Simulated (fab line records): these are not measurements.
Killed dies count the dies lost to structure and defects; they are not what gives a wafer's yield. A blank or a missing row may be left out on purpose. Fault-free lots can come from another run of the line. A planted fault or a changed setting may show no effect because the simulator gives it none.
Chamber matching + flow nandHarc + rieDiel-02 running NHARC_P_BONDPAD_STRIP_15: 4 sister chambers
The step strips in O2. 36 wafers are shown with their chamber, then 12 later ones without.

== EACH WAFER AND ITS CHAMBER ==
| wafer  | chamber | drypumpMotorCurrentA (A) | oesProductAu (a.u.) | rfVppV (V) |
|--------|---------|--------------------------|---------------------|------------|
| L075.1 | 2       | 5.7                      | 1.000               | 57.8       |
| L075.4 | 1       | 6.4                      | 1.001               | 57.7       |
| L075.6 | 2       | 5.7                      | 0.993               | 56.8       |
| L076.2 | 2       | 5.7                      | 0.991               | 56.7       |
| L076.3 | 3       | 6.1                      | 1.005               | 58.6       |
| L076.6 | 1       | 6.4                      | 0.990               | 57.6       |
| L081.1 | 2       | 5.7                      | 0.986               | 57.9       |
| L081.2 | 3       | 6.1                      | 1.006               | 57.9       |
| L081.5 | 3       | 6.1                      | 1.005               | 57.3       |
| L080.2 | 3       | 6.1                      | 1.020               | 57.5       |
| L080.3 | 2       | 5.8                      | 1.004               | 57.3       |
| L080.5 | 3       | 6.0                      | 1.017               | 56.9       |
| L082.1 | 1       | 6.4                      | 1.005               | 57.5       |
| L082.2 | 0       | 5.8                      | 1.003               | 57.4       |
| L082.4 | 2       | 5.7                      | 0.995               | 59.1       |
| L084.3 | 3       | 6.1                      | 0.992               | 59.4       |
| L084.4 | 2       | 5.7                      | 0.984               | 56.8       |
| L084.6 | 1       | 6.4                      | 1.005               | 58.7       |
| L087.1 | 0       | 5.9                      | 0.987               | 58.1       |
| L087.3 | 3       | 6.1                      | 1.011               | 58.4       |
| L087.5 | 1       | 6.4                      | 1.007               | 57.3       |
| L086.1 | 0       | 5.9                      | 0.987               | 56.5       |
| L086.2 | 2       | 5.7                      | 0.997               | 58.3       |
| L086.4 | 1       | 6.4                      | 1.007               | 57.3       |
| L088.3 | 0       | 5.8                      | 0.976               | 57.8       |
| L088.4 | 3       | 6.1                      | 0.996               | 58.4       |
| L088.6 | 0       | 5.8                      | 0.980               | 58.7       |
| L090.1 | 0       | 5.8                      | 0.995               | 59.5       |
| L090.2 | 3       | 6.0                      | 1.011               | 57.7       |
| L090.6 | 2       | 5.7                      | 1.006               | 57.3       |
| L089.4 | 3       | 6.1                      | 1.014               | 59.4       |
| L089.5 | 2       | 5.7                      | 1.008               | 59.1       |
| L089.6 | 3       | 6.1                      | 1.006               | 58.0       |
| L091.2 | 0       | 5.8                      | 0.985               | 57.2       |
| L091.3 | 1       | 6.4                      | 1.001               | 58.5       |
| L091.6 | 0       | 5.8                      | 0.992               | 58.5       |

SIGNATURES (averages over the wafers above)
| reading              | chamber 0 | chamber 1 | chamber 2 | chamber 3 | scatter within a chamber |
|----------------------|-----------|-----------|-----------|-----------|--------------------------|
| drypumpMotorCurrentA | 5.825     | 6.400     | 5.710     | 6.082     | 0.0355                   |
| oesProductAu         | 0.98812   | 1.00229   | 0.99640   | 1.00755   | 0.00796                  |
| rfVppV               | 57.962    | 57.800    | 57.710    | 58.136    | 0.828                    |
Rule: a wafer's distance from a chamber is the root of the sum, over the readings, of the square of ((its reading less the chamber's mean) divided by the reading's scatter). If the next closest chamber is less than 2 further off than the closest, the wafer can't be placed; otherwise it belongs to the closest. The scatter is the square root of a quotient: the sum, over the shown wafers, of each reading's squared deviation from its chamber's mean, divided by wafers minus chambers.

== WAFERS WHOSE CHAMBER IS MISSING ==
| wafer  | drypumpMotorCurrentA (A) | oesProductAu (a.u.) | rfVppV (V) |
|--------|--------------------------|---------------------|------------|
| L094.1 | 6.1                      | 1.007               | 60.1       |
| L094.2 | 6.4                      | 1.007               | 57.7       |
| L094.4 | 5.7                      | 1.007               | 57.5       |
| L092.2 | 6.4                      | 0.996               | 59.7       |
| L092.3 | 5.8                      | 0.982               | 58.9       |
| L092.6 | 5.7                      | 1.007               | 58.2       |
| L096.1 | 6.1                      | 1.009               | 58.3       |
| L096.3 | 6.4                      | 1.014               | 58.6       |
| L096.4 | 5.7                      | 1.001               | 57.2       |
| L097.4 | 6.1                      | 1.018               | 59.2       |
| L097.5 | 6.1                      | 1.010               | 59.1       |
| L097.6 | 5.9                      | 0.988               | 57.5       |

== CHAMBER TAKEN BY EACH ==
| wafer  | from the rows above     | in truth |
|--------|-------------------------|----------|
| L094.1 | 3                       | 3        |
| L094.2 | 1                       | 1        |
| L094.4 | 2                       | 2        |
| L092.2 | 1                       | 1        |
| L092.3 | can't be placed: 0 or 2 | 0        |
| L092.6 | 2                       | 2        |
| L096.1 | 3                       | 3        |
| L096.3 | 1                       | 1        |
| L096.4 | 2                       | 2        |
| L097.4 | 3                       | 3        |
| L097.5 | 3                       | 3        |
| L097.6 | 0                       | 0        |
Correctly placed: 11 of 12. Unplaceable from these rows: 1, with the true chamber sitting among the candidates in 1. Number placed wrongly: 0.
